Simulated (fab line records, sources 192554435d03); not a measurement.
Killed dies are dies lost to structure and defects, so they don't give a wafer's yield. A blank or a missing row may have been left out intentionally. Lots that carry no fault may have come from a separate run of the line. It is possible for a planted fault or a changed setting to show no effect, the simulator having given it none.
What tool caused it? ; flow n5Finfet ; 10 lots, 30 wafers sampled, at 6 steps of a route of 1938

## WHAT THE GAUGES READ, wafer by wafer
N5_BEOL_M1_OCD_MEAS_38.
lot;measured;on;trenchDepthNm (nm)
L992;day 6 09:57;ocd-02;53.9 54.3 54.5
L994;day 7 02:04;ocd-02;54.2 54.5 53.9
L101;day 8 12:49;ocd-01;54.6 56.9 56.8
L105;day 10 20:10;ocd-02;- - -
L106;day 10 23:58;ocd-02;- - -
L107;day 10 23:59;ocd-01;- - -
L111;day 11 21:46;ocd-02;57.0 57.3 56.4
L112;day 12 00:25;ocd-01;55.3 55.0 56.0
L113;day 11 16:58;ocd-01;53.2 53.8 55.5
L114;day 12 00:37;ocd-02;54.5 57.0 56.8

N5_BEOL_M4_RC_MEAS_101.
lot;measured;on;DIBL_N (mV/V);DIBL_P (mV/V);IOFF_N (nA/um);IOFF_P (nA/um);ION_N (uA/um);ION_P (uA/um);SS_N (mV/dec);SS_P (mV/dec);VT_N (mV);VT_P (mV)
L992;day 8 22:11;prober-01;36.4 35.7 37.5;35.6 34.2 36.3;0.15 0.14 0.17;0.21 0.19 0.22;671 664 675;461 460 457;70.7 70.1 71.0;73.6 73.3 73.7;249 251 250;-249 -251 -250
L994;day 9 06:52;prober-01;34.8 36.2 36.5;34.5 35.2 35.6;0.13 0.15 0.15;0.17 0.17 0.17;647 663 655;445 453 441;71.1 70.9 71.8;72.7 72.5 73.5;252 254 251;-253 -253 -254
L101;day 12 13:13;prober-02;33.7 35.4 32.5;33.8 35.8 33.3;0.13 0.15 0.12;0.17 0.20 0.17;657 668 651;458 461 450;71.4 71.9 71.5;72.4 73.1 72.8;254 248 256;-252 -252 -252
L111;day 14 19:54;prober-01;37.3 36.7 38.7;36.5 35.3 39.4;0.17 0.15 0.21;0.20 0.18 0.25;679 665 686;457 451 462;71.4 72.2 72.4;73.6 72.7 73.9;247 250 243;-251 -253 -251
L112;day 14 10:26;prober-02;35.0 35.7 36.2;34.7 34.8 35.4;0.14 0.15 0.14;0.19 0.18 0.19;672 666 658;460 452 449;71.3 72.6 71.9;73.9 74.2 73.3;254 251 256;-254 -253 -252
L113;day 14 13:58;prober-02;38.4 35.8 36.5;38.5 34.8 36.0;0.20 0.15 0.17;0.25 0.20 0.22;679 679 675;460 463 465;72.8 71.7 72.1;73.9 73.3 74.1;247 251 250;-249 -251 -252
L114;day 14 21:43;prober-02;33.1 34.7 34.6;33.5 35.8 37.0;0.11 0.13 0.14;0.13 0.16 0.17;662 666 665;444 443 449;70.6 71.6 71.9;72.9 73.6 74.3;259 255 252;-262 -262 -259

## TOOL THAT RAN EACH LOT (tool first, then ch and the chambers of the sampled wafers, then the start)
lot;N5_BEOL_M0_ETCH_109;N5_BEOL_M0_ANNEAL_133;N5_BEOL_M0_CO_CAP_123;N5_BEOL_M1_ILD_DEP_00
L992;rieDiel-06 ch 0,1, day 5 22:26;pvdSputter-02, day 6 00:43;cvdCo-02 ch 0,2, day 6 01:50;pecvd-03 ch 0,1,2, day 6 02:05
L994;rieDiel-01 ch 0,3, day 6 10:17;pvdSputter-01, day 6 13:05;cvdCo-02 ch 0,2, day 6 14:14;pecvd-01 ch 1,2, day 6 14:29
L101;rieDiel-01 ch 1,2, day 8 02:51;pvdSputter-01, day 8 04:17;cvdCo-01 ch 1,2, day 8 05:19;pecvd-01 ch 1,2, day 8 05:33
L105;rieDiel-06 ch 0,1,3, day 9 10:47;pvdSputter-03, day 9 11:41;cvdCo-02 ch 1,2, day 9 12:49;pecvd-03 ch 0,1,2, day 9 13:05
L106;rieDiel-06 ch 1,3, day 9 22:29;pvdSputter-03, day 9 23:29;cvdCo-01 ch 0,2, day 10 00:31;pecvd-03 ch 1,2, day 10 00:46
L107;rieDiel-06 ch 0,3, day 9 23:30;pvdSputter-02, day 10 00:30;cvdCo-02 ch 0,1, day 10 01:31;pecvd-01 ch 0,1, day 10 01:46
L111;rieDiel-01 ch 0,1,2, day 10 17:32;pvdSputter-02, day 10 19:37;cvdCo-02 ch 1,2, day 10 20:41;pecvd-01 ch 0,1, day 10 20:58
L112;rieDiel-01 ch 0,2,3, day 10 19:07;pvdSputter-02, day 10 21:00;cvdCo-01 ch 1,2, day 10 22:29;pecvd-03 ch 1,2, day 10 22:44
L113;rieDiel-06 ch 1,2, day 10 22:46;pvdSputter-02, day 11 00:58;cvdCo-01 ch 1,2, day 11 02:12;pecvd-03 ch 0,1,2, day 11 02:27
L114;rieDiel-06 ch 0,1,2, day 11 06:17;pvdSputter-03, day 11 08:43;cvdCo-02 ch 0,2, day 11 09:45;pecvd-02 ch 0,1, day 11 10:00
- N5_BEOL_M0_ETCH_109: etches SiCN in CH3F/O2, target depth 8 nm, overetch 2.4 nm, time 27.4 s.
- N5_BEOL_M0_ANNEAL_133: time 60 s.
- N5_BEOL_M0_CO_CAP_123: material Co, precursor CCTBA/H2, target thk 2 nm, time 102.1 s.
- N5_BEOL_M1_ILD_DEP_00: deposits SiOC from DEMS/O2, target thk 79 nm, time 15.3 s.

## AS READ BY THE TOOLS THEMSELVES (means over the sampled wafers that have a number; for cases with no such wafer, the mark the record gives instead)
N5_BEOL_M0_ETCH_109.
lot;tool;drypumpMotorCurrentA (A);oesProductAu (a.u.);rfVppV (V);showerheadPlenumPTorr (Torr);throttleValvePct (%)
L992;rieDiel-06;5.4;0.68;298.7;2.03;16.2
L994;rieDiel-01;5.7;0.82;298.8;2.12;15.9
L101;rieDiel-01;5.5;0.66;299.3;2.08;16.3
L105;rieDiel-06;5.2;0.69;297.3;1.98;16.1
L106;rieDiel-06;5.2;0.63;295.4;1.94;16.4
L107;rieDiel-06;5.1;0.72;297.6;1.99;15.8
L111;rieDiel-01;5.7;0.67;297.9;2.10;16.1
L112;rieDiel-01;5.7;0.71;298.9;2.09;16.0
L113;rieDiel-06;5.6;0.75;297.9;2.03;16.0
L114;rieDiel-06;5.5;0.74;298.6;2.02;15.9

N5_BEOL_M0_ANNEAL_133.
lot;tool;heaterPowerW (W)
L992;pvdSputter-02;839
L994;pvdSputter-01;852
L101;pvdSputter-01;797
L105;pvdSputter-03;813
L106;pvdSputter-03;947
L107;pvdSputter-02;869
L111;pvdSputter-02;860
L112;pvdSputter-02;912
L113;pvdSputter-02;875
L114;pvdSputter-03;779

N5_BEOL_M0_CO_CAP_123.
lot;tool;heaterPowerW (W)
L992;cvdCo-02;250
L994;cvdCo-02;244
L101;cvdCo-01;241
L105;cvdCo-02;239
L106;cvdCo-01;257
L107;cvdCo-02;234
L111;cvdCo-02;238
L112;cvdCo-01;243
L113;cvdCo-01;238
L114;cvdCo-02;242

N5_BEOL_M1_ILD_DEP_00.
lot;tool;chamberPressureTorr (Torr);heaterPowerOuterW (W);heaterPowerW (W);showerheadPlenumPTorr (Torr);throttleValvePct (%)
L992;pecvd-03;4.997;270;510;5.678;11.5
L994;pecvd-01;5.001;285;515;5.692;11.8
L101;pecvd-01;4.990;298;554;5.698;11.5
L105;pecvd-03;-;-;-;-;-
L106;pecvd-03;-;-;-;-;-
L107;pecvd-01;-;-;-;-;-
L111;pecvd-01;5.007;316;561;5.688;12.3
L112;pecvd-03;5.001;265;490;5.685;11.5
L113;pecvd-03;4.994;296;538;5.687;11.5
L114;pecvd-02;5.000;230;453;5.697;12.2

## THE ANSWER, worked out from the rows above alone
Rule: the lots themselves supply what counts as usual. The widest of any qualifying gaps counts: lots, ordered by their means at a reading, are off when they make up no more than a third of the lots, leave a main group of 4 or more, and stand apart from it by 3 or more times the standard deviation of that group's means. A main group whose means are all the same, to the digits that the tables above print for the reading, isn't used. A lot without any number at a reading at which 4 lots or more have one is off too. Any other lot the step has rows for is counted as sound. After the gauges, taken in route order, come the tools' own readings; for these a lot's mean is taken, as printed above. The first step at which some lot is off is used, and at that step the reading that is off furthest; a lot without a number counts as furthest.
Off at N5_BEOL_M1_OCD_MEAS_38 (trenchDepthNm): L105, L106, L107. Without a number there: L105, L106, L107. Main group: mean 55.3 nm, sd 1.
A tool fits if, at a process step before that reading, it ran every lot that is off, and no sound lot after the first of them. The gauges at N5_BEOL_M1_OCD_MEAS_38 aren't tried: what is off there is off at N5_BEOL_M1_ILD_DEP_00 too, on other tools, and a gauge's error can't cause that. Of those tried, none fits.

## WHAT WAS PUT IN BY THE SIMULATOR
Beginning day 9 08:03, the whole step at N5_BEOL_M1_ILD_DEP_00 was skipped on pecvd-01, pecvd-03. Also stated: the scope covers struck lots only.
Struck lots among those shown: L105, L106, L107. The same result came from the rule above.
